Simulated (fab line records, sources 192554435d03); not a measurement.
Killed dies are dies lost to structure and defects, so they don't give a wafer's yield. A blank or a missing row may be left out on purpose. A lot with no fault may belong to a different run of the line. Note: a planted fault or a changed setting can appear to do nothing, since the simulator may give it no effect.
Lot-split experiment || flow n5 finfet || route with 1938 steps; 7 lots, 39 wafers read

## ABOUT THE SPLIT
At N5_HKMG_FIN_ETCH_35 (etches SOC in N2/H2, target depth 215.8 nm, time 243.4 s), the setting target depth a was moved away from the recipe's 2158 angstrom on 15 of the 39 wafers read, by -8.6% to +5.5%. This setting was run at the recipe's value on the other wafers.

Reading taken at the split's own step.

## THE READING
etch.depth nm (the simulator's own value, which no gauge read), in nm, at N5_HKMG_FIN_ETCH_35 (etches SOC in N2/H2, target depth 215.8 nm, time 243.4 s). No usual value for it is given in the file. Here, 24 wafers ran the recipe; their average is 215.4 nm with a standard deviation of 3.4 nm.

{"wafer": "L074.3", "tool, chamber at the split": "rie diel-06, 0", "target depth a as run, angstrom": 2158, "against the recipe": "recipe", "etch.depth nm, nm": 213.5, "against lot-mates on the recipe": "-"}
{"wafer": "L074.4", "tool, chamber at the split": "rie diel-06, 3", "target depth a as run, angstrom": 2158, "against the recipe": "recipe", "etch.depth nm, nm": 215.2, "against lot-mates on the recipe": "-"}
{"wafer": "L074.6", "tool, chamber at the split": "rie diel-06, 3", "target depth a as run, angstrom": 2158, "against the recipe": "recipe", "etch.depth nm, nm": 216.6, "against lot-mates on the recipe": "-"}
{"wafer": "L075.1", "tool, chamber at the split": "rie diel-03, 0", "target depth a as run, angstrom": 1987, "against the recipe": "-7.9%", "etch.depth nm, nm": 196.4, "against lot-mates on the recipe": -18.2}
{"wafer": "L075.2", "tool, chamber at the split": "rie diel-03, 3", "target depth a as run, angstrom": 2158, "against the recipe": "recipe", "etch.depth nm, nm": 213.8, "against lot-mates on the recipe": "-"}
{"wafer": "L075.3", "tool, chamber at the split": "rie diel-03, 2", "target depth a as run, angstrom": 2158, "against the recipe": "recipe", "etch.depth nm, nm": 212.3, "against lot-mates on the recipe": "-"}
{"wafer": "L075.4", "tool, chamber at the split": "rie diel-03, 1", "target depth a as run, angstrom": 2158, "against the recipe": "recipe", "etch.depth nm, nm": 217.6, "against lot-mates on the recipe": "-"}
{"wafer": "L075.5", "tool, chamber at the split": "rie diel-03, 0", "target depth a as run, angstrom": 1987, "against the recipe": "-7.9%", "etch.depth nm, nm": 196.4, "against lot-mates on the recipe": -18.2}
{"wafer": "L075.6", "tool, chamber at the split": "rie diel-03, 3", "target depth a as run, angstrom": 1987, "against the recipe": "-7.9%", "etch.depth nm, nm": 196, "against lot-mates on the recipe": -18.6}
{"wafer": "L082.1", "tool, chamber at the split": "rie diel-06, 0", "target depth a as run, angstrom": 2158, "against the recipe": "recipe", "etch.depth nm, nm": 214, "against lot-mates on the recipe": "-"}
{"wafer": "L082.2", "tool, chamber at the split": "rie diel-06, 3", "target depth a as run, angstrom": 2158, "against the recipe": "recipe", "etch.depth nm, nm": 218.2, "against lot-mates on the recipe": "-"}
{"wafer": "L082.3", "tool, chamber at the split": "rie diel-06, 1", "target depth a as run, angstrom": 2229, "against the recipe": "+3.3%", "etch.depth nm, nm": 227.6, "against lot-mates on the recipe": "+10.4"}
{"wafer": "L082.4", "tool, chamber at the split": "rie diel-06, 2", "target depth a as run, angstrom": 2229, "against the recipe": "+3.3%", "etch.depth nm, nm": 225, "against lot-mates on the recipe": "+7.8"}
{"wafer": "L082.5", "tool, chamber at the split": "rie diel-06, 0", "target depth a as run, angstrom": 2229, "against the recipe": "+3.3%", "etch.depth nm, nm": 224.4, "against lot-mates on the recipe": "+7.2"}
{"wafer": "L082.6", "tool, chamber at the split": "rie diel-06, 3", "target depth a as run, angstrom": 2158, "against the recipe": "recipe", "etch.depth nm, nm": 219.4, "against lot-mates on the recipe": "-"}
{"wafer": "L084.1", "tool, chamber at the split": "rie diel-03, 0", "target depth a as run, angstrom": 2277, "against the recipe": "+5.5%", "etch.depth nm, nm": 226.3, "against lot-mates on the recipe": "+10.1"}
{"wafer": "L084.2", "tool, chamber at the split": "rie diel-03, 2", "target depth a as run, angstrom": 2158, "against the recipe": "recipe", "etch.depth nm, nm": 217.6, "against lot-mates on the recipe": "-"}
{"wafer": "L084.3", "tool, chamber at the split": "rie diel-03, 3", "target depth a as run, angstrom": 2277, "against the recipe": "+5.5%", "etch.depth nm, nm": 228.3, "against lot-mates on the recipe": "+12.1"}
{"wafer": "L084.4", "tool, chamber at the split": "rie diel-03, 1", "target depth a as run, angstrom": 2277, "against the recipe": "+5.5%", "etch.depth nm, nm": 230.9, "against lot-mates on the recipe": "+14.7"}
{"wafer": "L084.5", "tool, chamber at the split": "rie diel-03, 0", "target depth a as run, angstrom": 2158, "against the recipe": "recipe", "etch.depth nm, nm": 212.5, "against lot-mates on the recipe": "-"}
{"wafer": "L084.6", "tool, chamber at the split": "rie diel-03, 3", "target depth a as run, angstrom": 2158, "against the recipe": "recipe", "etch.depth nm, nm": 218.5, "against lot-mates on the recipe": "-"}
{"wafer": "L089.1", "tool, chamber at the split": "rie diel-06, 0", "target depth a as run, angstrom": 2158, "against the recipe": "recipe", "etch.depth nm, nm": 214.4, "against lot-mates on the recipe": "-"}
{"wafer": "L089.2", "tool, chamber at the split": "rie diel-06, 3", "target depth a as run, angstrom": 2158, "against the recipe": "recipe", "etch.depth nm, nm": 218.5, "against lot-mates on the recipe": "-"}
{"wafer": "L089.3", "tool, chamber at the split": "rie diel-06, 2", "target depth a as run, angstrom": 2158, "against the recipe": "recipe", "etch.depth nm, nm": 218, "against lot-mates on the recipe": "-"}
{"wafer": "L089.4", "tool, chamber at the split": "rie diel-06, 1", "target depth a as run, angstrom": 2158, "against the recipe": "recipe", "etch.depth nm, nm": 220.7, "against lot-mates on the recipe": "-"}
{"wafer": "L089.5", "tool, chamber at the split": "rie diel-06, 2", "target depth a as run, angstrom": 2158, "against the recipe": "recipe", "etch.depth nm, nm": 217.9, "against lot-mates on the recipe": "-"}
{"wafer": "L089.6", "tool, chamber at the split": "rie diel-06, 1", "target depth a as run, angstrom": 2158, "against the recipe": "recipe", "etch.depth nm, nm": 217.5, "against lot-mates on the recipe": "-"}
{"wafer": "L095.1", "tool, chamber at the split": "rie diel-05, 3", "target depth a as run, angstrom": 2158, "against the recipe": "recipe", "etch.depth nm, nm": 214.1, "against lot-mates on the recipe": "-"}
{"wafer": "L095.2", "tool, chamber at the split": "rie diel-05, 1", "target depth a as run, angstrom": 1972, "against the recipe": "-8.6%", "etch.depth nm, nm": 202.7, "against lot-mates on the recipe": -9.8}
{"wafer": "L095.3", "tool, chamber at the split": "rie diel-05, 2", "target depth a as run, angstrom": 1972, "against the recipe": "-8.6%", "etch.depth nm, nm": 189.7, "against lot-mates on the recipe": -22.8}
{"wafer": "L095.4", "tool, chamber at the split": "rie diel-05, 0", "target depth a as run, angstrom": 1972, "against the recipe": "-8.6%", "etch.depth nm, nm": 194.4, "against lot-mates on the recipe": -18.1}
{"wafer": "L095.5", "tool, chamber at the split": "rie diel-05, 2", "target depth a as run, angstrom": 2158, "against the recipe": "recipe", "etch.depth nm, nm": 206.9, "against lot-mates on the recipe": "-"}
{"wafer": "L095.6", "tool, chamber at the split": "rie diel-05, 3", "target depth a as run, angstrom": 2158, "against the recipe": "recipe", "etch.depth nm, nm": 216.4, "against lot-mates on the recipe": "-"}
{"wafer": "L097.1", "tool, chamber at the split": "rie diel-05, 3", "target depth a as run, angstrom": 2158, "against the recipe": "recipe", "etch.depth nm, nm": 214.8, "against lot-mates on the recipe": "-"}
{"wafer": "L097.2", "tool, chamber at the split": "rie diel-05, 1", "target depth a as run, angstrom": 2247, "against the recipe": "+4.1%", "etch.depth nm, nm": 229.7, "against lot-mates on the recipe": "+17.5"}
{"wafer": "L097.3", "tool, chamber at the split": "rie diel-05, 0", "target depth a as run, angstrom": 2247, "against the recipe": "+4.1%", "etch.depth nm, nm": 222.6, "against lot-mates on the recipe": "+10.4"}
{"wafer": "L097.4", "tool, chamber at the split": "rie diel-05, 2", "target depth a as run, angstrom": 2158, "against the recipe": "recipe", "etch.depth nm, nm": 206.6, "against lot-mates on the recipe": "-"}
{"wafer": "L097.5", "tool, chamber at the split": "rie diel-05, 3", "target depth a as run, angstrom": 2158, "against the recipe": "recipe", "etch.depth nm, nm": 215.1, "against lot-mates on the recipe": "-"}
{"wafer": "L097.6", "tool, chamber at the split": "rie diel-05, 0", "target depth a as run, angstrom": 2247, "against the recipe": "+4.1%", "etch.depth nm, nm": 222.2, "against lot-mates on the recipe": "+10.0"}

FIT RESULTS
A straight line over all 39 wafers: etch.depth nm changes by +2.4 nm for each +1% of target depth a; r = +0.94; the points scatter about the line by 3.4 nm.
The same after taking each lot's own level away (the mean of its wafers on the recipe; 39 wafers): +2.25 nm for each +1%; r = +0.94; scatter 3.1 nm.
On that fit, the largest move of target depth a shifts the reading by 19 nm.
Across the lots, their own levels run from 212.17 to 217.83 nm, a range of 1.7 times the standard deviation given above.
The two slopes are in agreement: the lot-to-lot level therefore moves the slope only a little.
Check: -20.5 nm against its lot-mates is what the line predicts for one of the wafers moved furthest among these (-8.6%) when that wafer is left out of the fit. It came out at -9.77 nm against them.

## ADDITIONAL SPLITS CARRIED BY THESE WAFERS
Other splits were also applied to these wafers ahead of the reading. Each is held against what the fit with the lots' levels taken away leaves over:
{"other split on the same wafers": "N5_DUMMY_GATE_ETCH_31 target depth a", "wafers away from the commonest value": 18, "r with etch.depth nm (lot level and that fit taken away)": -0.08}
{"other split on the same wafers": "N5_DUMMY_GATE_ETCH_44 target depth a", "wafers away from the commonest value": 15, "r with etch.depth nm (lot level and that fit taken away)": "+0.19"}
{"other split on the same wafers": "N5_DUMMY_GATE_ETCH_42 bias w", "wafers away from the commonest value": 12, "r with etch.depth nm (lot level and that fit taken away)": "+0.04"}
{"other split on the same wafers": "N5_SD_EPI_P_EXPOSE_06 dose mj", "wafers away from the commonest value": 18, "r with etch.depth nm (lot level and that fit taken away)": -0.28}

## THE WHOLE CHAIN: every reading that the file lists as answering this split, in the file's order
{"step": "N5_HKMG_FIN_ETCH_35", "what it does": "etches SOC in N2/H2, target depth 215.8 nm, time 243.4 s", "reading": "HKMG_FIN.feature depth nm (the simulator's own value, which no gauge read)", "change (the file's fit)": "+2.24 nm for each +1% of the setting", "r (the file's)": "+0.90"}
{"step": "N5_HKMG_FIN_ETCH_35", "what it does": "etches SOC in N2/H2, target depth 215.8 nm, time 243.4 s", "reading": "SOC_of_HKMG_FIN_COAT_29.thk nm (the simulator's own value, which no gauge read)", "change (the file's fit)": "-2.25 nm for each +1% of the setting", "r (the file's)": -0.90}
{"step": "N5_HKMG_FIN_ETCH_35", "what it does": "etches SOC in N2/H2, target depth 215.8 nm, time 243.4 s", "reading": "etch.depth nm (the simulator's own value, which no gauge read)", "change (the file's fit)": "+2.24 nm for each +1% of the setting", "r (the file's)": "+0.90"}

## FILE'S OWN FIT
etch.depth nm changes by +2.24 nm for each +1% of target depth a, r = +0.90.
